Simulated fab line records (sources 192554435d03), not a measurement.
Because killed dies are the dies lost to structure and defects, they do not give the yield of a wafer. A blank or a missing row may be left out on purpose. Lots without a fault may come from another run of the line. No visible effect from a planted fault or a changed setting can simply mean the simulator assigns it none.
fab line records + flow n5-finfet
record
- lots=4
- wafers=12
- last-day=18
route steps=1938 shown SDB@361 DUMMY_REMOVAL@377 HKMG_FIN@385 GATE_CUT@469 BEOL_M4@1111
lots with no fault: from the same line, run without faults
start-h: the number of hours between the record's first day and the start of the first shown wafer of the lot + wait-h: time in hours since the lot's previous step + " the same as in the row above + L1.1+2: a single row standing in for several wafers + - no value present, or no start provided + * or withheld: withheld + < > ~ a bound
route shown NAME@n: NAME is a module with steps in the file, n the number in the route of the first one + usual: mean/standard deviation of fault-free wafers + same: alike in all rows + chamber/n: place in a boat + sites: the reading at each site + _std_site: standard deviation of those values + _edge_site: inner sites' mean taken away from outer sites' mean + radius-mm: for every site, how far away it sits from the centre of the wafer + mask NAME#n: copy n + behind: the tool/chamber that last shaped the wafer + hold: what put the lot on hold/how long, in hours/how the hold closed + device: the transistor (n, p or np) that didn't switch + end of line: the same wafers' tests at the end of the route + a step without rows: its recipe alone + killed: count of dies lost to structure and defects at first sort (not the wafer's yield) + map: a wafer's dies, marking killed ones x, the rest . and places with no die _
set.NAME: the run value of the setting; set.NAME@STEP: its run value at that earlier step + model.NAME: the simulator's own value behind a step, which no gauge read
lots at some steps of the route; a table a step, a row a wafer
services: when a tool's chamber went out of use (start-h, in hours from the record's first day, below 0 if earlier), for how many hours, and the reason
## steps
# step N5_SDB_ETCH_18
# recipe
- chemistry=N2/H2
- target=SOC
- target-depth-a=1000
- overetch-a=200
- mask-material=SiARC
- temp-c=40
- time-s=150
- ion-energy-ev=200
- pressure-mtorr=30
- source-w=840
- bias-w=150
- n2-flow-sccm=200
- h2-flow-sccm=200
# step N5_SDB_STRIP_19
# recipe
- chemistry=N2/H2
- temp-c=40
- n2-flow-sccm=200
- h2-flow-sccm=200
- rf-frequency-hz=6e+07
# step N5_SDB_STRIP_21
# recipe
- chemistry=CF4
- resist=SiARC
- power-w=300
- bias-power-w=75
- pressure-mtorr=50
- cf4-flow-sccm=150
- rf-frequency-hz=6e+07
# step N5_SDB_HM_OPEN_20
# recipe
- chemistry=CH3F/O2
- target=SiNx
- mask-material=SOC
- target-depth-a=240
- stop-on=poly-Si
- over-etch-frac=0.4
- ion-energy-ev=120
- pressure-mtorr=30
- source-w=395
- bias-w=73
- Ar_flow_sccm=150
- CH3F_flow_sccm=30
- O2_flow_sccm=20
# step N5_SDB_STRIP_22
# recipe
- chemistry=N2/H2
- power-w=1000
- temp-c=250
- h2-frac=0.65
- overash-fraction=0.3
- pressure-mtorr=withheld
- n2-flow-sccm=1750
- h2-flow-sccm=3250
# step N5_SDB_PRECLEAN_23
# recipe
- chemistry=dHF
- time-s=30
- temp-c=25
- dilution=withheld
# step N5_SDB_DUMMY_REMOVE_24
# recipe
- chemistry=TMAH
- temp-c=70
- target=poly-Si
- stop-on=SiO2
- target-depth-nm=142
- conc-wt-pct=5
- time-s=57
- dry=ipa-marangoni
- rinse-time-s=30
- rinse-temp-c=23
# step N5_SDB_ETCH_25
# recipe
- chemistry=C4F6/O2
- target=SiO2
- target-depth-a=100
- time-s=3.3
- ion-energy-ev=250
- mask-material=SiNx
- pressure-mtorr=30
- source-w=345
- bias-w=185
- Ar_flow_sccm=300
- C4F6_flow_sccm=10
- O2_flow_sccm=10
# step N5_SDB_CUT_ETCH_26
# recipe
- chemistry=HBr/Cl2/O2
- target=Si
- target-depth-a=1296
- bt-time-s=20
- mask-material=SiNx
- time-s=51.8
- ion-energy-ev=*
- bias-w=*
- pressure-mtorr=10
- icp-w=800
- HBr_flow_sccm=150
- Cl2_flow_sccm=80
- O2_flow_sccm=12
# step N5_SDB_PRECLEAN_38
# recipe
- chemistry=dHF
- time-s=10
- dilution=750:1
- temp-c=25
# step N5_SDB_PRECLEAN_39
# recipe
- chemistry=O3/DIW
- time-s=45
- temp-c=22
- o3-ppm=10
# step N5_SDB_SRD_28
# recipe
- dry=ipa-marangoni
- time-s=30
- temp-c=23
- rinse-liquid=diw
# step N5_SDB_ALD_29
# recipe
- material=SiNx
- target-thk-a=300
- temp-c=400
- ald-precursor-family=SiH2I2
- ald-co-reactant=N2/H2-plasma
- pulse-time-s=1
- ald-cycles=600
- purge-time-s=2
- co-reactant-purge-time-s=2
- pressure-torr=2
# usual
- ald-cycles=600/0
- heater-power-outer-w=520/55
- heater-power-w=834/79
- precursor-pulse-height-rel=1.000/0.02
| lot.wafer | tool       | chamber | start-h | wait-h | ald-cycles | heater-power-outer-w | heater-power-w | precursor-pulse-height-rel | model.SiNx_of_SDB_ALD_29.thk-nm |
|-----------|------------|---------|---------|--------|------------|----------------------|----------------|----------------------------|---------------------------------|
| L708.3    | ald-sin-04 | 0       | 106.24  | 0.2    | 600        | 577                  | 873            | 1.007                      | 30                              |
| L708.5    | "          | 3       | 107.59  | 1.6    | 600        | 572                  | 851            | 0.996                      | 30.2                            |
| L708.6    | "          | 0       | "       | "      | 600        | 557                  | 858            | 0.989                      | 30                              |
| L709.2    | ald-sin-04 | 0       | 112.19  | 0.0    | 694        | 561                  | 860            | 0.978                      | 34.6                            |
| L709.4    | "          | 2       | "       | "      | 694        | 564                  | 962            | 1.011                      | 34.6                            |
| L709.5    | "          | 0       | 113.54  | 1.4    | 694        | 569                  | 834            | 0.973                      | 34.6                            |
| L711.2    | ald-sin-04 | 0       | 122.42  | 0.0    | 694        | 567                  | 872            | 0.977                      | 34.6                            |
| L711.5    | "          | 0       | 123.77  | 1.4    | 694        | 557                  | 859            | 1.027                      | 34.8                            |
| L711.6    | "          | 2       | "       | "      | 694        | 567                  | 966            | 1.010                      | 34.8                            |
| L724.3    | ald-sin-01 | 2       | 200.99  | 0.0    | 600        | 584                  | 831            | 0.986                      | 30                              |
| L724.5    | "          | 3       | 202.34  | 1.4    | 600        | 506                  | 834            | 1.006                      | 30                              |
| L724.6    | "          | 0       | "       | "      | 600        | 472                  | 785            | 1.013                      | 30                              |
# step N5_SDB_CMP_30
# recipe
- stop-on=poly-Si
- t-overpolish-s=1.54
- post-cmp-clean=alkaline-brush
- down-force-psi=4.1491
- platen-rpm=51.796
- pad-velocity-m-s=1.0306
- target-thk-nm=30
# step N5_DUMMY_REMOVAL_HM_STRIP_01
# recipe
- chemistry=CH3F/O2
- material=SiNx
- target-depth-a=40
- stop-on=poly-Si
- time-s=6.8
- over-etch-frac=0.3
- ion-energy-ev=60
- power-w=410
- bias-w=29
- Ar_flow_sccm=150
- CH3F_flow_sccm=30
- O2_flow_sccm=20
# step N5_DUMMY_REMOVAL_STRIP_10
# recipe
- chemistry=N2/H2
- time-s=40
- power-w=100
- temp-c=40
- pressure-mtorr=100
- rf-frequency-hz=6e+07
- bias-power-w=3
- n2-flow-sccm=300
- h2-flow-sccm=300
# step N5_DUMMY_REMOVAL_PRECLEAN_07
# recipe
- chemistry=dHF
- time-s=30
- temp-c=25
- dilution=withheld
# step N5_DUMMY_REMOVAL_DUMMY_REMOVE_02
# recipe
- chemistry=TMAH
- temp-c=70
- target=poly-Si
- stop-on=SiO2
- target-depth-nm=142
- conc-wt-pct=5
- time-s=57
- dry=ipa-marangoni
- rinse-time-s=30
- rinse-temp-c=23
# step N5_DUMMY_REMOVAL_PRECLEAN_08
# recipe
- chemistry=NF3:NH3
- afs-cycles=2
- temp-c=30
- time-s=20
- sublimation-temp-c=180
- sublimation-time-s=60
- pressure-torr=3
- rf-power-w=30
# step N5_DUMMY_REMOVAL_PRECLEAN_04
# recipe
- chemistry=DHF
- time-s=37
- temp-c=25
- dilution=500:1
# step N5_DUMMY_REMOVAL_SRD_05
# recipe
- dry=ipa-marangoni
- do-ppb=5
- time-s=30
- temp-c=23
- rinse-liquid=diw
# step N5_HKMG_FIN_IL_REGROW_00
# recipe
- material=SiO2
- target-thk-a=7.5
- chemistry=O3
- temp-c=withheld
- time-s=30
# step N5_HKMG_FIN_HK_ALD_01
# recipe
- material=HfO2
- target-thk-a=16
- temp-c=withheld
- ald-precursor-family=HfCl4
- ald-co-reactant=H2O
- pulse-time-s=3
- purge-time-s=3
- co-reactant-purge-time-s=2.5
- co-reactant-pulse-time-s=0.3
- ald-cycles=30
# step N5_HKMG_FIN_HK_ANNEAL_02
# recipe
- temp-c=700
- time-s=30
- ambient=N2
- idle-temp-c=600
- ramp-up-c-per-s=150
- ramp-down-c-per-s=60
- cool-to-c=600
# step N5_HKMG_FIN_ALD_74
# recipe
- material=La2O3
- target-thk-a=5
- temp-c=250
- ald-precursor-family=La-Cp
- ald-co-reactant=O3
- pulse-time-s=6
- co-reactant-pulse-time-s=1
- purge-time-s=3
- co-reactant-purge-time-s=3
# step N5_HKMG_FIN_ALD_75
# recipe
- material=Al2O3
- target-thk-a=10
- temp-c=150
- ald-precursor-family=TMA
- ald-co-reactant=H2O
- pulse-time-s=withheld
- co-reactant-pulse-time-s=1
# step N5_HKMG_FIN_COAT_41
# recipe
- resist=SOC
- temp-c=250
- time-s=60
- spin-rpm=1500
- resist-thk-nm=300
# step N5_HKMG_FIN_COAT_42
# recipe
- resist=SiARC
- temp-c=220
- time-s=60
- spin-rpm=1500
- resist-thk-nm=35
# step N5_HKMG_FIN_COAT_43
# recipe
- resist=CAR-ArF
- spin-rpm=1500
- resist-thk-nm=90
# step N5_HKMG_FIN_EBR_45
# recipe
- solvent=PGMEA
- ebr-width-mm=1.5
# step N5_HKMG_FIN_SOFTBAKE_44
# recipe
- temp-c=110
- time-s=60
- resist=CAR-ArF
# step N5_HKMG_FIN_EXPOSE_46
# recipe
- mask-id=NDIPOLE
- na=1.35
- source-shape=conventional
- sigma-outer=0.8
- polarization=unpolarized
- dose-mj=40
# step N5_HKMG_FIN_PEB_47
# recipe
- peb-temp-c=withheld
- peb-time-s=60
- resist=CAR-ArF
# step N5_HKMG_FIN_DEVELOP_48
# recipe
- develop-time-s=30
- developer=TMAH
- resist=CAR-ArF
- rinse-liquid=diw
- dry=air-spin
- dev-temp-c=23
# step N5_HKMG_FIN_DESCUM_53
# recipe
- chemistry=O2
- time-s=7.9
- source-power-w=50
- bias-power-w=20
- pressure-mtorr=20
- rf-frequency-hz=2.712e+07
- temp-c=40
- resist=CAR-ArF
- o2-flow-sccm=225
# step N5_HKMG_FIN_ETCH_54
# recipe
- chemistry=CF4
- target=SiARC
- target-depth-a=455
- mask-material=CAR-ArF
- time-s=75.8
- ion-energy-ev=80
- pressure-mtorr=40
- source-w=545
- bias-w=36
- Ar_flow_sccm=100
- cf4-flow-sccm=100
- ends=cleared
# step N5_GATE_CUT_ETCH_58
# recipe
- chemistry=CH3F/O2
- target=SiNx
- target-depth-a=170
- time-s=128.6
- ion-energy-ev=50
- pressure-mtorr=30
- source-w=415
- bias-w=21
- Ar_flow_sccm=150
- CH3F_flow_sccm=30
- O2_flow_sccm=20
# usual
- drypump-motor-current-A=5.5/0.33
- oes-product-au=0.78/0.086
- rf-vpp-V=99.1/1
- showerhead-plenum-p-Torr=2.01/0.065
- throttle-valve-pct=16.28/0.25
| lot.wafer | tool        | chamber | start-h | wait-h | drypump-motor-current-A | oes-product-au | rf-hours-counter-h | rf-vpp-V | showerhead-plenum-p-Torr | throttle-valve-pct | model.SiNx_of_SDB_ALD_29.thk-nm |
|-----------|-------------|---------|---------|--------|-------------------------|----------------|--------------------|----------|--------------------------|--------------------|---------------------------------|
| L708.3    | rie-diel-04 | 2       | 119.12  | 0.0    | 5.5                     | 0.78           | 150                | 98.6     | 2.08                     | 16.26              | 24.6                            |
| L708.5    | "           | 1       | "       | "      | 5.2                     | 0.88           | -                  | 99.0     | 1.95                     | 16.36              | 24.6                            |
| L708.6    | "           | 0       | "       | "      | 4.9                     | 0.74           | -                  | 98.3     | 2.07                     | 16.33              | 24.6                            |
| L709.2    | rie-diel-01 | 0       | 127.03  | 0.0    | 5.9                     | 0.86           | 49                 | 99.8     | 2.03                     | 15.89              | 23.4                            |
| L709.4    | "           | 3       | "       | "      | 5.3                     | 0.69           | 230                | 98.4     | 1.97                     | 16.38              | 23                              |
| L709.5    | "           | 2       | "       | "      | 5.4                     | 0.90           | -                  | 100.2    | 1.97                     | 15.85              | 23.4                            |
| L711.2    | rie-diel-02 | 3       | 137.37  | 0.2    | 5.9                     | 0.72           | 199                | 98.8     | 2.06                     | 16.40              | 24.2                            |
| L711.5    | "           | 3       | "       | "      | 5.9                     | 0.72           | -                  | 99.6     | 2.06                     | 16.39              | 24.2                            |
| L711.6    | "           | 0       | "       | "      | 5.8                     | 0.72           | -                  | 101.0    | 2.07                     | 16.47              | 24.8                            |
| L724.3    | rie-diel-01 | 2       | 214.25  | 0.0    | 5.4                     | 0.86           | 51                 | 98.8     | 1.96                     | 15.92              | 24.6                            |
| L724.5    | "           | 0       | "       | "      | 5.9                     | 0.82           | -                  | 100.2    | 2.02                     | 15.94              | 24.6                            |
| L724.6    | "           | 3       | "       | "      | 5.3                     | 0.98           | -                  | 98.2     | 1.97                     | 15.97              | 24.6                            |
# step N5_BEOL_M4_RC_MEAS_101
# usual
- DIBL_N=35.9/1.3
- DIBL_P=36.3/1.5
- IOFF_N=0.153/0.023
- IOFF_P=0.208/0.028
- ION_N=672/9.7
- ION_P=462/6.6
- SS_N=71.5/0.53
- SS_P=73.3/0.59
- VT_N=250.4/2.7
- VT_P=-250.5/3
| lot.wafer | tool      | chamber | start-h | wait-h | DIBL_N[mV/V] | DIBL_P[mV/V] | IOFF_N[nA/um] | IOFF_P[nA/um] | ION_N[uA/um] | ION_P[uA/um] | SS_N[mV/dec] | SS_P[mV/dec] | VT_N[mV] | VT_P[mV] |
|-----------|-----------|---------|---------|--------|--------------|--------------|---------------|---------------|--------------|--------------|--------------|--------------|----------|----------|
| L708.3    | prober-01 | 0       | 223.31  | 0.3    | 36.6         | 35.9         | 0.155         | 0.214         | 669          | 459          | 72.1         | 73.2         | 248.1    | -249.8   |
| L708.5    | "         | 0       | "       | "      | 36.7         | 36.9         | 0.171         | 0.230         | 677          | 467          | 72.6         | 73.8         | 249.9    | -249.7   |
| L708.6    | "         | 0       | "       | "      | 36.9         | 37.0         | 0.174         | 0.235         | 682          | 472          | 71.8         | 73.8         | 248.4    | -250.1   |
| L709.2    | prober-01 | 0       | 225.30  | 0.2    | 38.7         | 39.2         | 0.197         | 0.247         | 676          | 467          | 71.8         | 74.2         | 247.3    | -248.5   |
| L709.4    | "         | 0       | "       | "      | 39.8         | 40.6         | 0.211         | 0.274         | 678          | 466          | 72.0         | 74.5         | 245.7    | -245.5   |
| L709.5    | "         | 0       | "       | "      | 38.5         | 39.1         | 0.194         | 0.235         | 683          | 463          | 72.7         | 74.1         | 246.5    | -250.0   |
| L711.2    | prober-02 | 0       | 227.36  | 0.2    | 37.0         | 37.6         | 0.164         | 0.197         | 679          | 460          | 71.7         | 73.2         | 248.1    | -253.1   |
| L711.5    | "         | 0       | "       | "      | 35.6         | 35.5         | 0.135         | 0.172         | 681          | 460          | 71.1         | 73.4         | 252.5    | -254.0   |
| L711.6    | "         | 0       | "       | "      | 37.6         | 37.9         | 0.174         | 0.217         | 680          | 466          | 72.2         | 73.7         | 246.9    | -248.8   |
| L724.3    | prober-02 | 0       | 316.77  | 0.3    | 37.5         | 39.0         | 0.183         | 0.229         | 687          | 467          | 71.9         | 74.0         | 249.2    | -249.6   |
| L724.5    | "         | 0       | "       | "      | 36.5         | 37.4         | 0.156         | 0.214         | 674          | 465          | 70.9         | 73.5         | 250.7    | -248.4   |
| L724.6    | "         | 0       | "       | "      | 36.5         | 37.8         | 0.159         | 0.213         | 677          | 464          | 71.2         | 73.5         | 247.9    | -253.8   |
## services
| tool        | chamber | start-h | hours | kind                          |
|-------------|---------|---------|-------|-------------------------------|
| rie-diel-01 | 1       | 93.05   | 9.4   | repair                        |
| rie-diel-02 | -       | 94.98   | 2.8   | pm                            |
| rie-diel-02 | 3       | 98.87   | 7.9   | repair                        |
| ald-sin-04  | 3       | 121.37  | 8.2   | repair                        |
| rie-diel-02 | 1       | 122.31  | -     | clean                         |
| rie-diel-02 | 1       | 122.31  | -     | consumable-replace:focus-ring |
| rie-diel-02 | 1       | 122.31  | -     | consumable-replace:showerhead |
| rie-diel-02 | 1       | 122.31  | 15.9  | scheduled-down                |
| rie-diel-02 | 1       | 122.31  | 15.9  | vent-cycle                    |
| rie-diel-04 | -       | 128.58  | 28.1  | pm                            |
| ald-sin-01  | 2       | 132.12  | 6.5   | repair                        |
| ald-sin-04  | 0       | 133.24  | 22.3  | repair                        |
| ald-sin-01  | 0       | 149.81  | 5.6   | repair                        |
| rie-diel-04 | 3       | 170.75  | -     | clean                         |
| rie-diel-04 | 3       | 170.75  | -     | consumable-replace:focus-ring |
| rie-diel-04 | 3       | 170.75  | -     | consumable-replace:showerhead |
| rie-diel-04 | 3       | 170.75  | 15.6  | scheduled-down                |
| rie-diel-04 | 3       | 170.75  | 15.6  | vent-cycle                    |
| rie-diel-01 | 3       | 183.32  | -     | clean                         |
| rie-diel-01 | 3       | 183.32  | -     | consumable-replace:focus-ring |
| rie-diel-01 | 3       | 183.32  | 14.8  | scheduled-down                |
| rie-diel-01 | 3       | 183.32  | 14.8  | vent-cycle                    |
| rie-diel-01 | -       | 196.89  | 8.3   | repair                        |
| ald-sin-01  | 3       | 207.01  | 1.9   | repair                        |
## key
first-sign
- step=N5_SDB_ALD_29
- reading=ald-cycles
- direction=up
- sigmas=99+
- usual=*
- struck=*
effect none on later readings
model-effect
- step=N5_SDB_ALD_29
- value=SiNx_of_SDB_ALD_29.thk-nm
- without=29.93
- struck=34.67
model-effect
- step=N5_GATE_CUT_ETCH_58
- value=SiNx_of_SDB_ALD_29.thk-nm
- without=24.53
- struck=23.83
met-at N5_SDB_ALD_29
struck-wafers L709.2,L709.4,L709.5,L711.2,L711.5,L711.6
onset-between 106.24 112.19
fault
- kind=process-parameter-drift
- tool=ald-sin-04
- chamber=-
- onset-h=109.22
- steps=N5_SDB_ALD_29
- channel=ald-cycles
- offset=*
- shape=step
- end-h=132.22
- acts-in=*
- stated=*
